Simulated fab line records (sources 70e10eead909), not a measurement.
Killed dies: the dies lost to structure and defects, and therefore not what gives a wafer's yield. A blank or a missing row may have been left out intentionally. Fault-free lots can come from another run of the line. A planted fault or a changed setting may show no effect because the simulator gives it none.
fab line records	flow nand_harc
[record] lots = 5	wafers = 14	last_day = 23
route steps=1159 shown A_BONDPAD@1065 END@1159
lots that met no fault: taken from a fault-free run of the same line
start_h: hours from the record's opening day to when the first of the lot's shown wafers began	wait_h: time in hours since the lot's previous step	" same as the row above	L1.1+2: a row that stands for several wafers	- value missing, or start not given	* or withheld: withheld	< > ~ a bound
route shown NAME@n: names a module that has steps shown in the file, with the first one's number in the route	usual: mean/standard deviation of fault-free wafers	same: alike in all rows	chamber/n: place in a boat	sites: the reading at each site	_std_site: the standard deviation of these	_edge_site: the outer-site mean with the inner-site mean subtracted	radius_mm: how far each site lies from the wafer's centre	mask NAME#n: copy n	behind: the last tool/chamber to shape the wafer	hold: cause of the lot's hold/its duration in hours/its outcome	device: names the non-switching transistor (n, p or np)	end of line: at the end of the route, the tests of the same wafers	a step given without rows: its recipe and nothing more	killed: dies that structure and defects cost at the first sort, which is not the same as the wafer's yield	map: dies across one wafer; x = killed, . = not, _ = none there
set.NAME: the setting as run; set.NAME@STEP: as run at that earlier step	model.NAME: the simulator's own value behind a step, which no gauge read
lots seen at some steps along the route; tables by step, rows by wafer
services: a tool's chamber out of use, with start hour (start_h, from the record's first day; less than 0 if before it), hours out, and reason
[[steps]]
[step NHARC_A_BONDPAD_COAT_33]
[recipe] temp_c = 200	time_s = 65
[step NHARC_A_BONDPAD_COAT_03]
[recipe] spin_rpm = 2000	resist_thk_nm = 600
[step NHARC_A_BONDPAD_SOFTBAKE_04]
[recipe] temp_c = 125	time_s = 70
[step NHARC_A_BONDPAD_EBR_05]
[step NHARC_A_BONDPAD_EXPOSE_06]
[recipe] na = 0.55	dose_mj = 36.99	mask_id = A_BPAD
[step NHARC_A_BONDPAD_PEB_07]
[recipe] peb_temp_c = 128	peb_time_s = 80
[step NHARC_A_BONDPAD_DEVELOP_08]
[recipe] time_s = 50	dev_temp_c = 22
[step NHARC_A_BONDPAD_CD_MEAS_09]
[recipe] target_cd_nm = 500	landing_energy_ev = 500
[usual] cd_nm = 499.3/2.1
lot.wafer	tool	chamber	start_h	wait_h	cd_nm
L197.3	cd_sem-03	0	424.99	-	501.0
L197.4	"	0	"	"	500.3
L197.5	"	0	"	"	502.1
L202.1	cd_sem-02	0	440.72	-	501.5
L202.2	"	0	"	"	498.9
L202.3	"	0	"	"	498.4
L203.2	cd_sem-01	0	450.71	-	501.3
L203.4	"	0	"	"	504.1
L203.5	"	0	"	"	500.6
L206.4	cd_sem-02	0	462.11	-	498.6
L206.5	"	0	"	"	498.0
L206.6	"	0	"	"	501.1
L210.3	cd_sem-03	0	512.06	-	500.8
L210.5	"	0	"	"	500.7
[step NHARC_A_BONDPAD_OVL_MEAS_35]
[usual] overlay_x_nm = -2/5.8	overlay_y_nm = -1/6.4
lot.wafer	tool	chamber	start_h	wait_h	overlay_x_nm	overlay_y_nm
L197.3	overlay-01	-	425.08	-	0	-8
L197.4	"	-	"	"	0	-8
L197.5	"	-	"	"	0	-9
L202.1	overlay-02	-	440.80	-	5	0
L202.2	"	-	"	"	5	0
L202.3	"	-	"	"	6	0
L203.2	overlay-01	-	450.79	-	-6	4
L203.4	"	-	"	"	-6	4
L203.5	"	-	"	"	-6	4
L206.4	overlay-01	-	462.19	-	-2	-1
L206.5	"	-	"	"	-3	0
L206.6	"	-	"	"	-3	-1
L210.3	overlay-01	-	512.14	-	-5	8
L210.5	"	-	"	"	-4	7
[step NHARC_A_BONDPAD_HARDBAKE_10]
[recipe] temp_c = 118	time_s = 65
[step NHARC_A_BONDPAD_DESCUM_11]
[recipe] time_s = 3	o2_flow_sccm = 200	ar_flow_sccm = 0	bias_power_w = 0	chemistry = O2
[usual] drypump_motor_current_A = 5.8/0.43	oes_product_au = 0.997/0.0079	rf_vpp_V = 57.6/0.84	showerhead_plenum_p_Torr = 1.86/0.089	throttle_valve_pct = 11.311/0.0084
lot.wafer	tool	chamber	start_h	wait_h	drypump_motor_current_A	oes_product_au	rf_hours_counter_h	rf_vpp_V	showerhead_plenum_p_Torr	throttle_valve_pct
L197.4	rie_diel-01	3	425.22	-	5.6	0.987	4	57.1	2.02	11.299
L197.3	"	0	"	"	5.3	0.994	4	58.0	1.80	11.315
L197.5	"	0	"	"	5.3	0.982	-	57.7	1.80	11.320
L202.3	rie_diel-01	0	440.93	-	5.3	1.001	4	56.7	1.80	11.305
L202.1	"	1	"	"	6.3	1.008	4	58.0	1.80	11.306
L202.2	"	2	"	"	6.1	1.004	4	57.3	1.78	11.316
L203.4	rie_diel-01	0	450.92	-	5.3	0.990	5	55.9	1.80	11.314
L203.2	"	3	"	"	5.6	0.987	5	57.2	2.02	11.304
L203.5	"	1	"	"	6.3	0.991	-	56.9	1.80	11.308
L206.4	rie_diel-13	3	462.34	-	5.1	0.987	0	56.5	1.87	11.307
L206.5	"	0	"	"	5.6	1.008	-	57.1	1.91	11.312
L206.6	"	1	"	"	6.1	1.005	-	58.0	1.89	11.319
L210.3	rie_diel-01	2	512.28	-	6.1	1.002	0	57.0	1.78	11.310
L210.5	"	2	"	"	6.1	1.005	-	57.3	1.78	11.309
[step NHARC_A_BONDPAD_ETCH_34]
[recipe] target_depth_a = 600	overetch_a = 180	time_s = 65.91	ion_energy_ev = 200	n2_flow_sccm = 150	h2_flow_sccm = 150	ar_flow_sccm = 0	rf_w = 400	bias_w = 150	chemistry = N2/H2
[usual] drypump_motor_current_A = 5.8/0.4	h2_flow_sccm = 150.0/0.43	oes_product_au = 0.996/0.0075	rf_vpp_V = 429.1/2.9	run_length_s = 87.4/0.55	showerhead_plenum_p_Torr = 1.99/0.1	throttle_valve_pct = 14.171/0.0093
lot.wafer	tool	chamber	start_h	wait_h	drypump_motor_current_A	h2_flow_sccm	oes_product_au	rf_hours_counter_h	rf_vpp_V	run_length_s	showerhead_plenum_p_Torr	throttle_valve_pct
L197.3	rie_diel-01	3	425.31	0.1	5.6	149.9	1.006	4	434.7	87.3	2.16	14.168
L197.4	"	1	"	"	6.3	150.2	0.996	4	426.6	87.9	1.91	14.182
L197.5	"	3	"	"	5.6	150.9	0.998	-	433.7	86.8	2.16	14.171
L202.2	rie_diel-01	2	441.01	0.1	6.1	150.5	0.992	4	426.6	87.9	1.89	14.168
L202.3	"	3	"	"	5.6	149.8	0.992	5	434.3	86.8	2.16	14.167
L202.1	"	0	"	"	5.3	150.2	1.000	4	427.0	88.4	1.92	14.180
L203.4	rie_diel-01	0	451.02	0.1	5.3	150.3	0.999	5	426.6	88.2	1.91	14.165
L203.2	"	1	"	"	6.3	150.0	0.995	5	426.5	87.4	1.91	14.177
L203.5	"	2	"	"	6.1	150.3	1.006	-	426.1	87.6	1.89	14.172
L206.4	rie_diel-13	2	462.42	0.1	6.2	150.0	0.991	0	429.6	86.7	2.09	14.172
L206.5	"	0	"	"	5.6	149.9	0.992	-	430.3	86.2	2.04	14.179
L206.6	"	1	"	"	6.1	149.7	1.003	-	427.6	87.7	2.01	14.175
L210.3	rie_diel-01	1	512.37	0.1	6.2	149.7	1.000	0	427.4	87.6	1.91	14.176
L210.5	"	1	"	"	6.3	150.3	0.999	-	427.8	87.1	1.91	14.166
[step NHARC_A_BONDPAD_ETCH_12]
[recipe] target_depth_a = 2200	time_s = 110	chf3_flow_sccm = 50	o2_flow_sccm = 10	ar_flow_sccm = 200	rf_w = 500	bias_w = 200	chemistry = CHF3/O2
[usual] drypump_motor_current_A = 5.8/0.43	oes_product_au = 0.943/0.022	rf_vpp_V = 369.5/2.6	run_length_s = 131.5/0.57	showerhead_plenum_p_Torr = 2.35/0.11	throttle_valve_pct = 20.573/0.0086
lot.wafer	tool	chamber	start_h	wait_h	drypump_motor_current_A	oes_product_au	rf_hours_counter_h	rf_vpp_V	run_length_s	showerhead_plenum_p_Torr	throttle_valve_pct
L197.3	rie_diel-01	1	425.41	-	6.3	0.980	4	367.7	131.3	2.26	20.572
L197.4	"	2	"	"	6.1	0.969	4	366.6	132.1	2.24	20.564
L197.5	"	3	"	"	5.6	0.962	-	375.0	130.8	2.53	20.568
L202.2	rie_diel-01	2	441.11	-	6.1	0.983	4	365.3	131.8	2.24	20.555
L202.3	"	0	"	"	5.3	0.955	4	368.7	132.4	2.26	20.557
L202.1	"	1	"	"	6.3	0.960	4	367.6	131.3	2.26	20.571
L203.2	rie_diel-01	2	451.10	-	6.1	0.951	5	369.5	131.7	2.24	20.575
L203.4	"	0	"	"	5.3	0.959	5	369.3	132.1	2.26	20.570
L203.5	"	2	"	"	6.1	0.965	-	367.0	131.8	2.24	20.571
L206.4	rie_diel-13	3	462.49	-	5.1	0.960	0	369.3	131.6	2.35	20.590
L206.6	"	3	"	"	5.1	0.966	-	370.3	130.9	2.35	20.556
L206.5	"	0	"	"	5.6	0.958	-	369.4	130.6	2.40	20.571
L210.3	rie_diel-01	3	512.46	-	5.5	0.959	0	373.8	131.1	2.53	20.570
L210.5	"	3	"	"	5.6	0.957	-	374.0	117.9	2.53	20.575
[step NHARC_A_BONDPAD_CD_MEAS_13]
[usual] cd_nm = 499.0/2.2
lot.wafer	tool	chamber	start_h	wait_h	cd_nm
L197.3	cd_sem-03	-	425.54	-	500.5
L197.4	"	-	"	"	500.6
L197.5	"	-	"	"	500.9
L202.1	cd_sem-01	-	441.25	-	500.7
L202.2	"	-	"	"	499.4
L202.3	"	-	"	"	498.6
L203.2	cd_sem-03	-	451.24	-	502.1
L203.4	"	-	"	"	503.6
L203.5	"	-	"	"	500.1
L206.4	cd_sem-01	-	462.64	-	497.4
L206.5	"	-	"	"	496.7
L206.6	"	-	"	"	500.9
L210.3	cd_sem-01	-	512.60	-	501.9
L210.5	"	-	"	"	501.5
[step NHARC_END_SORT_01]
[recipe] temp_c = 25
[usual] defect_limited_yield = 95.5/1.3	killed_at_array = 27/8.8	killed_at_other = 0.4/0.82	killed_at_periphery = 3.1/2.1	killed_dies = 31/8.8	killed_open = 3.3/2	killed_short = 2.0/1.4	sort_bin_2_pct = 1.3/0.56	sort_bin_3_pct = 0.25/0.21	sort_bin_4_pct = 2.9/0.89	sort_n_pass = 646/8.8	sort_rim_yield_pct = 95.8/2.7	sort_yield_pct = 95.5/1.3
[same] gross_dies = 677	sort_bin_5_pct[%] = 0	sort_bin_6_pct[%] = 0	sort_bin_7_pct[%] = 0	sort_bin_8_pct[%] = 0	sort_rim_n_gross = 106.00
lot.wafer	tool	chamber	start_h	wait_h	defect_limited_yield[%]	killed_at_array	killed_at_other	killed_at_periphery	killed_dies	killed_open	killed_short	sort_bin_2_pct[%]	sort_bin_3_pct[%]	sort_bin_4_pct[%]	sort_n_pass	sort_rim_yield_pct[%]	sort_yield_pct[%]
L197.3	prober-01	0	468.36	3.1	97.0	18	0	2	20	2	1	1.0	0.44	1.5	657	97.2	97.0
L197.4	prober-01	0	469.16	3.4	97.2	16	0	3	19	6	0	1.3	0	1.5	658	97.2	97.2
L197.5	prober-01	0	469.96	3.7	96.0	22	0	5	27	4	2	1.0	0.15	2.8	650	95.3	96.0
L203.2	prober-02	0	484.16	2.8	95.6	30	0	0	30	1	4	1.5	0	3.0	647	97.2	95.6
L203.4	prober-02	0	485.77	3.4	95.4	30	0	1	31	1	4	1.8	0	2.8	646	99.1	95.4
L203.5	prober-02	0	486.58	3.7	95.7	29	0	0	29	2	2	1.3	0.15	2.8	648	97.2	95.7
L206.4	prober-02	0	494.41	3.4	94.1	31	1	8	40	7	2	1.0	0.59	4.3	637	93.4	94.1
L206.5	prober-02	0	495.22	3.7	94.2	36	2	1	39	1	1	1.5	0.44	3.8	638	95.3	94.2
L206.6	prober-02	0	496.02	4.0	94.4	32	1	5	38	3	2	1.6	0.15	3.8	639	95.3	94.4
L210.5	prober-01	0	549.29	3.7	4.7	641	2	2	645	4	4	91.6	0.30	3.4	32	0	4.7
// killed by level:class
L197.3 A_WL_FILL:chamber_film_flake=6 A_STAIRCASE:chamber_film_flake=3 A_SGD_CUT:chamber_film_flake=2 A_CONTACT:chamber_film_flake=2 P_CONTACT:geometric_particle:open=1 A_ONON_D1:geometric_particle:short=1 A_CONTACT:geometric_particle:open=1 P_GATE:chamber_film_flake=1
L197.4 A_WL_FILL:chamber_film_flake=3 A_CHANNEL_HOLE_D1:chamber_film_flake=2 A_STAIRCASE:chamber_film_flake=2 A_SGD_CUT:chamber_film_flake=2 P_CONTACT:geometric_particle:open=1 P_M2:geometric_particle:open=1 A_ONON_D1:geometric_particle:open=1 A_CONTACT:geometric_particle:open=1
L197.5 A_STAIRCASE:chamber_film_flake=6 A_CONTACT:chamber_film_flake=4 A_SGD_CUT:chamber_film_flake=3 A_WL_FILL:chamber_film_flake=3 P_GATE:geometric_particle:open=2 A_CHANNEL_HOLE_D1:chamber_film_flake=2 P_M0:geometric_particle:open=1 A_CHANNEL_HOLE_D1:geometric_particle:open=1
L203.2 A_CHANNEL_HOLE_D1:chamber_film_flake=13 A_STAIRCASE:chamber_film_flake=7 A_CONTACT:chamber_film_flake=3 A_SGD_CUT:geometric_particle:short=1 A_WL_FILL:geometric_particle:short=1 A_CONTACT:geometric_particle:short=1 A_CONTACT:geometric_particle:open=1 A_M0:geometric_particle:short=1
L203.4 A_CHANNEL_HOLE_D1:chamber_film_flake=19 A_STAIRCASE:chamber_film_flake=6 A_SOURCE_PLATE:geometric_particle:short=1 A_STAIRCASE:geometric_particle:short=1 A_SGD_CUT:geometric_particle:short=1 A_WL_FILL:geometric_particle:open=1 A_CONTACT:geometric_particle:short=1 P_ZERO_WELL:chamber_film_flake=1
L203.5 A_CHANNEL_HOLE_D1:chamber_film_flake=15 A_STAIRCASE:chamber_film_flake=7 A_CONTACT:chamber_film_flake=2 A_CHANNEL_FILL_D1:geometric_particle:short=1 A_STAIRCASE:geometric_particle:short=1 A_SGD_CUT:geometric_particle:open=1 A_WL_FILL:geometric_particle:open=1 A_SLIT:chamber_film_flake=1
L206.4 A_CHANNEL_HOLE_D1:chamber_film_flake=15 P_BONDPAD:chamber_film_flake=4 A_BONDPAD:chamber_film_flake=4 A_M0:geometric_particle:open=2 P_ZERO_WELL:chamber_film_flake=2 A_STAIRCASE:chamber_film_flake=2 A_CONTACT:chamber_film_flake=2 P_CONTACT:geometric_particle:open=1
L206.5 A_CHANNEL_HOLE_D1:chamber_film_flake=23 A_STAIRCASE:chamber_film_flake=4 A_SGD_CUT:chamber_film_flake=3 A_CONTACT:chamber_film_flake=2 THIN_TSV:chamber_film_flake=2 A_CHANNEL_FILL_D1:geometric_particle:open=1 A_WL_FILL:geometric_particle:short=1 P_BONDPAD:chamber_film_flake=1
L206.6 A_CHANNEL_HOLE_D1:chamber_film_flake=16 A_CONTACT:chamber_film_flake=5 A_BONDPAD:chamber_film_flake=5 P_BONDPAD:chamber_film_flake=3 P_M0:geometric_particle:open=2 A_SOURCE_PLATE:geometric_particle:short=1 A_CONTACT:geometric_particle:open=1 A_M1:geometric_particle:short=1
L210.5 A_BONDPAD:area_etch=609 A_SLIT:chamber_film_flake=16 A_CONTACT:chamber_film_flake=3 A_WL_FILL:geometric_particle:open=2 A_CHANNEL_HOLE_D1:chamber_film_flake=2 A_STAIRCASE:chamber_film_flake=2 A_SOURCE_PLATE:geometric_particle:short=1 A_CHANNEL_FILL_D1:geometric_particle:open=1
// map L210.5 (x killed, . not)
____________x____________
_________xxxxxxx_________
_______xxxxxxxxxxx_______
______xxxxxxxxxxxxx______
_____xxxxxxxxxxxxxxx_____
____xxxxxxxxxxxxxxxxx____
____xxxxxxxxxxxxxxxxx____
___xxxxxxxxxxxxxxxxxxx___
___xxxxxxxxxxxxxxxxxxx___
__xxxxxxxxxxxxxxxxxxxxx__
__xxxxxxxxxxxxxxxxxxxxx__
_xxxxxxxxxxxxxx.xxxxxxxx_
_xxxxxxxxxxxxxxxxxxxxxxx_
_xxxxxxxxxxxxxxxxxxxxxxx_
_xxxxxxx.xxxxxx.xxxxxxxx_
_xxxxxxxxx..xxxxxxxxxxxx_
xxx.xxxx.xxxxxxx.xxxxxxxx
xxxxxxxx..xx.xxxxxxxxxxxx
xxxxxxxxxxxxx..xxxxxxxxxx
xxxxxxxxxxxxxxxxxxxxxxxxx
x.xxxxxxxx.xxxxxxxxxxxxxx
_xx.xxxxxxxxx.xxxxxxxxxx_
_xxxxxx..xx..xxxxxxxxxxx_
_xxxxxx.xx.xxxxxxxxxxxxx_
_xxxxxxxxxxx.xxxxxxxxxxx_
_xxx.xxx.xx.xxxxx.xxxxxx_
__xxxxxxxxxxxx.xxxxxxxx__
__xxxxxxxxxxxxxxxxxxxxx__
___xxxxxx.xxxxxxxxxxxx___
___xxxxxxxxxxxxxxxxxxx___
____xxxxxxxxxxxxxxxxx____
____xxxxxxxxxxxxxxxxx____
_____xxxxxxxxxx.xxxx_____
______xxxxxx.xxxxxx______
_______xxxxxxxxxxx_______
_________xxxxxxx_________
____________x____________
// map L197.5 (x killed, . not)
____________.____________
_________......._________
_______..........._______
______x............______
_____..............._____
____.................____
____....xx...........____
___.........x.........___
___...x..x.........x..___
__....................x__
__....x................__
_......................._
_......................._
_......................x_
_...............x......x_
_......x........x......._
.......................x.
........xx.......x.......
.........................
.....................x...
..........x..............
_......................._
_......................._
_......................._
_.............x........._
_......................._
__.x...................__
__.....................__
___.............x.....___
___..................x___
____...............x.____
____.................____
_____.........x.x..._____
______.............______
_______..........._______
_________......._________
____________.____________
[[services]]
tool	chamber	start_h	hours	kind
rie_diel-01	0	421.82	-	clean
rie_diel-01	1	421.82	-	clean
rie_diel-01	2	421.82	-	clean
rie_diel-01	3	421.82	-	clean
rie_diel-13	3	421.97	15.2	repair
rie_diel-13	2	430.23	30.7	repair
rie_diel-13	1	435.15	6.1	repair
rie_diel-01	0	446.32	-	clean
rie_diel-01	1	446.32	-	clean
rie_diel-01	2	446.32	-	clean
rie_diel-01	3	446.32	-	clean
rie_diel-13	-	453.00	9.0	pm
rie_diel-01	0	470.82	-	clean
rie_diel-01	1	470.82	-	clean
rie_diel-01	2	470.82	-	clean
rie_diel-01	3	470.82	-	clean
rie_diel-13	0	487.25	4.7	repair
rie_diel-01	-	491.82	9.0	pm
rie_diel-01	0	491.82	9.0	vent_cycle
rie_diel-01	1	491.82	9.0	vent_cycle
rie_diel-01	2	491.82	9.0	vent_cycle
rie_diel-01	3	491.82	9.0	vent_cycle
rie_diel-01	0	500.82	-	clean
rie_diel-01	1	500.82	-	clean
[[key]]
[first_sign] step = NHARC_A_BONDPAD_ETCH_12	reading = run_length_s	direction = down	sigmas = 24	usual = *	struck = *
[effect] step = NHARC_END_SORT_01	reading = sort_bin_2_pct	direction = up	sigmas = 99+	usual = 1.3	struck = 91.6
[more_kills_born_at] NHARC_A_BONDPAD_ETCH_12@rie_diel-01 = 609
met_at NHARC_A_BONDPAD_ETCH_12
struck_wafers L210.5
later_rows_left_out L210.5
onset_between 451.10 512.46
[fault] kind = process_parameter_drift	tool = rie_diel-01	chamber = -	onset_h = 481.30	steps = NHARC_A_BONDPAD_ETCH_12	channel = time_s	offset = *	shape = step	end_h = 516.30	scope = struck_wafers_only	acts_in = *	stated = *
// later_rows_left_out: the simulator's readings of these wafers behind a module that went badly wrong aren't trusted and aren't shown, but for the sort
